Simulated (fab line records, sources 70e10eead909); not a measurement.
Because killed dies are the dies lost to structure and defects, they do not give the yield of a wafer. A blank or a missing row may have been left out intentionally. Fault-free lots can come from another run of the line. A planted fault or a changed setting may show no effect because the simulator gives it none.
Chamber matching / flow nand_harc / NHARC_A_CHANNEL_FILL_D1_CMP_10 on cmp-03 has 4 sister chambers
The step polishes, target thk 150 nm. 4 wafers are shown with their chamber, then 7 later ones without.

== WAFERS, EACH WITH ITS CHAMBER ==
wafer=L521.3; chamber=3; motor_current_A (A)=13.3
wafer=L525.5; chamber=2; motor_current_A (A)=12.4
wafer=L523.1; chamber=0; motor_current_A (A)=12.3
wafer=L523.3; chamber=1; motor_current_A (A)=12.7

== WAFERS WITHOUT THEIR CHAMBER ==
wafer=L523.4; motor_current_A (A)=12.2
wafer=L526.3; motor_current_A (A)=12.5
wafer=L526.4; motor_current_A (A)=13.1
wafer=L526.5; motor_current_A (A)=12.7
wafer=L529.1; motor_current_A (A)=12.4
wafer=L529.5; motor_current_A (A)=12.7
wafer=L529.6; motor_current_A (A)=12.1

== THE CHAMBER EACH PASSED THROUGH ==
wafer=L523.4; from the rows above=can't be placed: 0 or 2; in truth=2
wafer=L526.3; from the rows above=can't be placed: 2 or 0 or 1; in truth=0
wafer=L526.4; from the rows above=can't be placed: 3 or 1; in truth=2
wafer=L526.5; from the rows above=1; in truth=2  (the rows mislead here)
wafer=L529.1; from the rows above=can't be placed: 2 or 0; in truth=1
wafer=L529.5; from the rows above=1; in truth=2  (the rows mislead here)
wafer=L529.6; from the rows above=can't be placed: 0 or 2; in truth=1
Correct placement for 0 of the 7. Cannot be placed on the basis of these rows: 5; the candidates contain the true chamber in 2. Wrongly placed: 2.
How it was worked out, from the rows above alone: a wafer's distance from a chamber is the root of the sum, over the readings, of the square of ((its reading less the chamber's mean) divided by the reading's scatter). The wafer belongs to the nearest chamber; if the next one is less than 2 further off, it can't be placed. Each chamber's mean is taken over the wafers shown for it. The scatter: root of mean squared gap, hidden wafer to nearest shown wafer, with one shown wafer a chamber.
